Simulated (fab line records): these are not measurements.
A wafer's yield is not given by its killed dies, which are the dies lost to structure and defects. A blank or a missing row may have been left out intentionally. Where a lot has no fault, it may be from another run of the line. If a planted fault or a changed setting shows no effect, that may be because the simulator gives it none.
The tool behind it: which one? ; flow n5-finfet ; Sampling: 24 lots, 72 wafers, 4 of 1938 route steps

## WHAT THE GAUGES SHOWED, per wafer
N5_BEOL_M7_CD_MEAS_28 targets a cd of 40 nm.
lot;measured;on;cd-nm (nm)
L074;day 8 13:13;cd-sem-02;39.84 40.37 39.73
L075;day 9 04:56;cd-sem-02;40.37 39.85 40.35
L076;day 9 14:08;cd-sem-03;39.77 39.50 39.71
L077;day 9 14:18;cd-sem-03;40.18 39.80 40.25
L078;day 10 07:54;cd-sem-03;39.90 40.07 40.35
L080;day 10 08:04;cd-sem-01;39.78 40.03 39.83
L079;day 10 08:55;cd-sem-03;40.47 40.14 40.40
L081;day 10 10:52;cd-sem-01;39.74 39.93 39.80
L082;day 11 07:40;cd-sem-02;40.01 39.71 40.22
L083;day 11 11:18;cd-sem-02;39.79 39.96 40.13
L084;day 11 13:27;cd-sem-03;39.83 39.83 40.01
L085;day 11 15:59;cd-sem-02;40.04 39.84 39.60
L087;day 11 19:04;cd-sem-03;39.92 40.20 39.76
L086;day 11 19:23;cd-sem-02;39.91 39.91 40.09
L088;day 12 14:26;cd-sem-01;40.43 40.33 39.75
L089;day 12 17:48;cd-sem-01;40.28 39.94 39.68
L090;day 13 01:14;cd-sem-01;39.91 39.98 40.35
L091;day 13 13:04;cd-sem-03;40.04 40.05 39.71
L092;day 14 00:55;cd-sem-01;39.84 40.31 39.73
L095;day 14 10:35;cd-sem-03;40.38 40.18 40.26
L093;day 14 12:21;cd-sem-03;40.24 40.32 40.76
L097;day 14 12:50;cd-sem-02;40.23 39.82 40.07
L094;day 14 18:04;cd-sem-01;39.85 40.34 40.30
L096;day 15 02:50;cd-sem-01;39.89 40.12 40.18

N5_BEOL_M7_THK_MEAS_53: measures by xrf.
lot;measured;on;M7_THK (nm)
L074;day 8 16:02;film-metro-02;81.8 79.8 81.5
L075;day 9 08:49;film-metro-02;82.4 78.9 83.2
L076;day 9 17:05;film-metro-02;80.9 78.9 82.3
L077;day 9 18:03;film-metro-01;82.3 78.2 80.9
L078;day 10 11:17;film-metro-02;80.1 81.4 80.4
L080;day 10 12:03;film-metro-01;81.1 79.2 77.9
L079;day 10 12:11;film-metro-01;80.5 82.7 81.1
L081;day 10 15:32;film-metro-02;80.2 82.0 80.0
L082;day 11 10:52;film-metro-01;80.3 83.1 80.5
L083;day 11 14:20;film-metro-01;77.6 80.3 79.0
L084;day 11 17:49;film-metro-01;78.9 79.7 79.5
L085;day 11 18:46;film-metro-02;81.4 80.8 80.7
L087;day 11 22:20;film-metro-01;79.3 82.4 79.1
L086;day 11 23:04;film-metro-01;77.2 81.4 78.1
L088;day 12 19:02;film-metro-01;82.7 78.8 76.9
L089;day 12 23:09;film-metro-02;79.8 81.4 78.9
L090;day 13 05:55;film-metro-02;79.0 79.5 77.5
L091;day 13 17:25;film-metro-02;79.3 79.3 79.1
L092;day 14 04:52;film-metro-02;80.5 81.2 78.8
L095;day 14 13:40;film-metro-01;80.5 78.6 82.6
L093;day 14 16:01;film-metro-01;81.9 82.3 82.5
L097;day 14 16:41;film-metro-01;80.6 80.4 80.6
L094;day 14 21:06;film-metro-02;78.8 80.2 78.9
L096;day 15 06:56;film-metro-02;79.9 78.0 77.2

N5_BEOL_M8_INSPECT_13: inspects for defects (brightfield).
lot;measured;on;raw-defect-count
L074;day 8 18:50;defect-inspect-01;413 342 313
L075;day 9 11:29;defect-inspect-02;571 525 535
L076;day 9 20:11;defect-inspect-02;391 653 426
L077;day 9 20:26;defect-inspect-01;454 404 341
L078;day 10 13:25;defect-inspect-01;312 349 530
L080;day 10 14:10;defect-inspect-02;508 547 440
L079;day 10 14:22;defect-inspect-02;380 366 467
L081;day 10 17:19;defect-inspect-01;418 530 460
L082;day 11 12:44;defect-inspect-01;419 462 485
L083;day 11 17:28;defect-inspect-02;582 478 457
L084;day 11 20:38;defect-inspect-01;876 676 471
L085;day 11 20:47;defect-inspect-02;483 516 345
L087;day 12 00:50;defect-inspect-01;601 419 562
L086;day 12 02:25;defect-inspect-01;669 444 617
L088;day 12 22:55;defect-inspect-02;430 462 282
L089;day 13 01:55;defect-inspect-02;433 305 379
L090;day 13 07:29;defect-inspect-01;511 477 418
L091;day 13 21:02;defect-inspect-01;370 374 478
L092;day 14 07:00;defect-inspect-02;420 340 372
L095;day 14 16:03;defect-inspect-02;364 428 326
L093;day 14 19:14;defect-inspect-01;603 387 374
L097;day 14 19:16;defect-inspect-01;632 423 600
L094;day 15 00:26;defect-inspect-02;519 405 823
L096;day 15 08:40;defect-inspect-02;525 485 430

## WHICH TOOL RAN EACH LOT (tool, then ch and the chambers of the sampled wafers, then the start)
lot;N5_BEOL_M7_STRIP_36
L074;rie-diel-06 ch 0,3, day 8 13:34
L075;rie-diel-01 ch 1,2,3, day 9 05:17
L076;rie-diel-02 ch 0,1,2, day 9 14:29
L077;rie-diel-06 ch 0,2,3, day 9 14:49
L078;rie-diel-06 ch 0,1, day 10 09:02
L080;rie-diel-01 ch 0,1,2, day 10 09:27
L079;rie-diel-01 ch 0,1,3, day 10 09:51
L081;rie-diel-01 ch 1,2,3, day 10 12:35
L082;rie-diel-06 ch 0,1,3, day 11 08:01
L083;rie-diel-01 ch 0,1,3, day 11 11:39
L084;rie-diel-06 ch 0,1, day 11 13:48
L085;rie-diel-02 ch 0,1,2, day 11 16:20
L087;rie-diel-01 ch 0,1,2, day 11 19:25
L086;rie-diel-06 ch 2,3, day 11 20:04
L088;rie-diel-02 ch 2,3, day 12 15:02
L089;rie-diel-01 ch 0,2,3, day 12 18:14
L090;rie-diel-01 ch 0,1,2, day 13 01:55
L091;rie-diel-06 ch 1,2, day 13 13:25
L092;rie-diel-02 ch 1,2,3, day 14 01:17
L095;rie-diel-02 ch 1,3, day 14 11:04
L093;rie-diel-06 ch 0,3, day 14 12:53
L097;rie-diel-06 ch 1,3, day 14 13:17
L094;rie-diel-01 ch 1,3, day 14 18:31
L096;rie-diel-01 ch 0,1,2, day 15 03:21
- N5_BEOL_M7_STRIP_36: strips in N2/H2.

## AS READ BY THE TOOLS THEMSELVES (means over the sampled wafers that have a number; for cases with no such wafer, the mark the record gives instead)
N5_BEOL_M7_STRIP_36.
lot;tool;drypump-motor-current-A (A);n2-flow-sccm (sccm);oes-product-au (a.u.);rf-vpp-V (V);showerhead-plenum-p-Torr (Torr);throttle-valve-pct (%)
L074;rie-diel-06;5.8;198.8;0.92;59.6;2.48;23.22
L075;rie-diel-01;5.1;199.8;0.80;57.7;2.46;23.43
L076;rie-diel-02;6.0;200.2;0.87;61.7;2.49;23.49
L077;rie-diel-06;5.8;200.2;0.82;58.0;2.48;23.35
L078;rie-diel-06;6.4;200.2;0.88;58.6;2.61;23.53
L080;rie-diel-01;5.5;199.7;0.76;58.5;2.51;23.64
L079;rie-diel-01;5.4;199.6;0.76;59.3;2.51;23.61
L081;rie-diel-01;5.1;199.7;0.79;57.0;2.45;23.44
L082;rie-diel-06;6.1;199.6;0.85;60.8;2.54;23.44
L083;rie-diel-01;5.4;199.7;0.77;60.1;2.51;23.62
L084;rie-diel-06;6.4;200.4;0.86;58.3;2.61;23.56
L085;rie-diel-02;6.0;199.8;0.84;59.3;2.49;23.50
L087;rie-diel-01;5.5;200.1;0.75;58.6;2.51;23.68
L086;rie-diel-06;5.8;200.6;0.72;59.0;2.49;23.46
L088;rie-diel-02;5.7;200.0;0.76;58.2;2.57;23.74
L089;rie-diel-01;5.2;199.9;0.77;59.5;2.51;23.72
L090;rie-diel-01;5.5;200.0;0.74;59.8;2.50;23.69
L091;rie-diel-06;5.9;199.8;0.73;59.5;2.56;23.55
L092;rie-diel-02;5.9;200.5;0.82;59.4;2.52;23.60
L095;rie-diel-02;5.9;200.1;0.80;59.2;2.52;23.51
L093;rie-diel-06;5.9;200.0;0.83;59.3;2.46;23.38
L097;rie-diel-06;6.1;200.7;0.81;59.3;2.52;23.57
L094;rie-diel-01;5.4;199.8;0.74;58.1;2.43;23.41
L096;rie-diel-01;5.5;200.3;0.73;60.1;2.50;23.70

## THE ANSWER, worked out from the rows above alone
Rule: usual is defined by the lots themselves. The widest of any qualifying gaps counts: lots, ordered by their means at a reading, are off when they make up no more than a third of the lots, leave a main group of 4 or more, and stand apart from it by 3 or more times the standard deviation of that group's means. If all means in a main group match to the digits the tables above print for the reading, that group is not used. A lot without any number at a reading at which 4 lots or more have one is off too. The other lots that the step has rows for count as sound. First the gauges in route order, then the tools' own readings, where a lot's mean is used as printed above. The first step at which some lot is off is used, and at that step the reading that is off furthest; a lot without a number counts as furthest.
No lot is off on any of the readings shown, so nothing can be concluded from this.

## WHAT THE SIMULATOR PUT IN
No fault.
